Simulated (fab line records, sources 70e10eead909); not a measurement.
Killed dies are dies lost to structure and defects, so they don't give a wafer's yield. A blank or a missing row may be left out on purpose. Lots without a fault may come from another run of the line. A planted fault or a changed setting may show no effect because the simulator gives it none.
A struck lot beside a sound one | flow nand_harc | 15 steps out of a route of 1302
Sound: wafers L263.2, L263.5, L263.6. Struck: wafers L254.1, L254.4. (L254.5 of the same lot was not struck and is left out.) The cause comes at the end.
At each step with rows: each side's tool, then ch and its chambers, then its first start. Under that, the readings that differ: sound wafers | struck wafers | difference of the means | sigmas: that difference in standard deviations of wafers without a fault.
alike: readings whose means differ by less than 2 such deviations, and words and numbers that are the same on both sides. not compared: withheld readings, readings that some wafer has no value for, bounds like >300 that may hide the same value, and numbers for which the record gives no deviation and whose values overlap.
The two part at a step that has a row with sigmas, a row that says differs or no value, or rows on one side only. Numbers that don't overlap but have no deviation are shown without sigmas and don't part them. A reading that every wafer of one side lacks parts them only if that side has two wafers or more.

first, 1 step without rows for these wafers: NHARC_A_ONON_D1_DEP_12 (target thk 1000 nm).
NHARC_A_ONON_D1_THK_MEAS_14: measures by ellipsometry.
  sound on film_metro-02, day 16 01:28; struck on film_metro-02, day 12 13:03
  alike: thk_nm
then, 2 steps without rows for these wafers: NHARC_A_ONON_D1_ANNEAL_15 (time 3600 s); NHARC_A_ONON_D1_DEP_16 (target thk 1000 nm).
NHARC_A_ONON_D1_THK_MEAS_18: measures by ellipsometry.
  sound on film_metro-02, day 16 07:09; struck on film_metro-02, day 13 00:44
  alike: thk_nm
then, 1 step without rows for these wafers: NHARC_A_ONON_D1_DEP_19 (target thk 1000 nm).
NHARC_A_ONON_D1_THK_MEAS_21: measures by ellipsometry.
  sound on film_metro-01, day 16 07:43; struck on film_metro-01, day 13 01:26
  alike: thk_nm
then, 1 step without rows for these wafers: NHARC_A_ONON_D1_DEP_22 (target thk 1000 nm).
NHARC_A_ONON_D1_THK_MEAS_24: measures by ellipsometry.
  sound on film_metro-01, day 16 08:17; struck on film_metro-02, day 13 02:00
  alike: thk_nm
then, 1 step without rows for these wafers: NHARC_A_ONON_D1_DEP_25 (target thk 1000 nm).
NHARC_A_ONON_D1_THK_MEAS_27: measures by ellipsometry.
  sound on film_metro-01, day 16 08:51; struck on film_metro-01, day 13 02:34
  alike: thk_nm
NHARC_A_ONON_D1_DEP_28: target thk 1000 nm.
  sound on pecvd_onon-04 ch 0, day 16 08:58; struck on pecvd_onon-02 ch 0, day 13 02:38
  alike: sih4_flow_sccm
NHARC_A_ONON_D1_THK_MEAS_30: measures by ellipsometry.
  sound on film_metro-02, day 16 09:26; struck on film_metro-02, day 13 03:08
  reading     | sound       | struck  | difference | sigmas
  thk_nm (nm) | 988 985 987 | 723 725 | -263       | -32
NHARC_A_ONON_D1_DEP_33: deposits SiO2, target thk 200 nm.
  sound on pecvd-01 ch 0,2, day 16 09:40; struck on pecvd-03 ch 0,1, day 13 03:14
  reading              | sound          | struck    | difference | sigmas
  showerhead_vpp_V (V) | 1689 1664 1730 | 1892 1964 | +234       | +2
  alike: heater_power_w, throttle_valve_pct
-- the record jumps here: 16 days lie between the struck wafers' starts before and after (it left off in module A_ONON_D1 and takes up again in module END, whose first step shown is number 1302 of the route) --
NHARC_END_SORT_01:
  the record has rows for the struck wafers here (prober-02 ch 0, day 29 05:36) and none for the sound ones

WHERE THEY PART
First at NHARC_A_ONON_D1_THK_MEAS_30; last, within this record, at NHARC_END_SORT_01.

WHY: what the simulator had put in
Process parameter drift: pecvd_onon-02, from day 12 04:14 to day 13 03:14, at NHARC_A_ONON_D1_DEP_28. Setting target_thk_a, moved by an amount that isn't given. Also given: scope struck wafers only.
